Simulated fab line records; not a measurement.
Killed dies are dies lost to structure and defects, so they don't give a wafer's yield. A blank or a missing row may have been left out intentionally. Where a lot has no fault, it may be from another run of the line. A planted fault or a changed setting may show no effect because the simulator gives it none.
A struck lot beside a sound one | flow nand_harc | 13 steps out of a route of 1302
Sound: these wafers, L163.1, L163.2, L163.6. Struck: wafers L175.1, L175.3, L175.5. The cause is named last.
At each step with rows: each side's tool, then ch and its chambers, then its first start. Under that, the readings that differ: sound wafers | struck wafers | difference of the means | sigmas: that difference in standard deviations of wafers without a fault.
alike: a reading whose means differ by less than 2 such deviations, as well as words and numbers matching on both sides. not compared: withheld readings; readings where some wafer has no value; bounds like >300 that might hide an equal value; numbers whose values overlap and for which the record gives no deviation.
A row with sigmas, a row that says differs or no value, or rows on one side alone: a step with any of these is where the two part. Numbers that have no deviation but don't overlap get no sigmas and don't part them. Lack of a reading on every wafer of one side parts them only where that side has two or more wafers.

first, 1 step without rows for these wafers: NHARC_A_STAIRCASE_SRD_474.
NHARC_A_STAIRCASE_INSPECT_155:
  sound: defect_inspect-01 at day 21 19:19; struck: defect_inspect-01 at day 27 11:42
  alike: raw_defect_count
NHARC_A_SGD_CUT_DEP_00: deposits SiNx, target thk 50 nm.
  sound on pecvd-04 ch 0,2, day 21 19:23; struck on pecvd-03 ch 0,1, day 27 11:56
  alike: heater_power_w
then, 8 steps without rows for these wafers: NHARC_A_SGD_CUT_DEHYDRATE_01 (time 120 s); NHARC_A_SGD_CUT_HMDS_02 (time 30 s); NHARC_A_SGD_CUT_COAT_56 (time 75 s); NHARC_A_SGD_CUT_COAT_57 (time 65 s); NHARC_A_SGD_CUT_COAT_03 (resist thk 90 nm); NHARC_A_SGD_CUT_SOFTBAKE_04 (time 55 s); NHARC_A_SGD_CUT_EBR_05; NHARC_A_SGD_CUT_EXPOSE_06 (exposes mask SGD).
NHARC_A_SGD_CUT_PEB_07: peb time 65 s.
  struck on litho_track-06, day 27 12:25; sound on litho_track-04 ch 0, day 21 20:02
  no value came back on the struck wafers for chill_plate_temp_C (C), exhaust_pa (Pa); on the sound wafers chill_plate_temp_C (C) reads 22.86 22.96 22.90
then, 1 step without rows for these wafers: NHARC_A_SGD_CUT_DEVELOP_08 (develop time 35 s).

== WHERE THEY PART ==
Within this record, at NHARC_A_SGD_CUT_PEB_07 only.

WHY: what the simulator had put in
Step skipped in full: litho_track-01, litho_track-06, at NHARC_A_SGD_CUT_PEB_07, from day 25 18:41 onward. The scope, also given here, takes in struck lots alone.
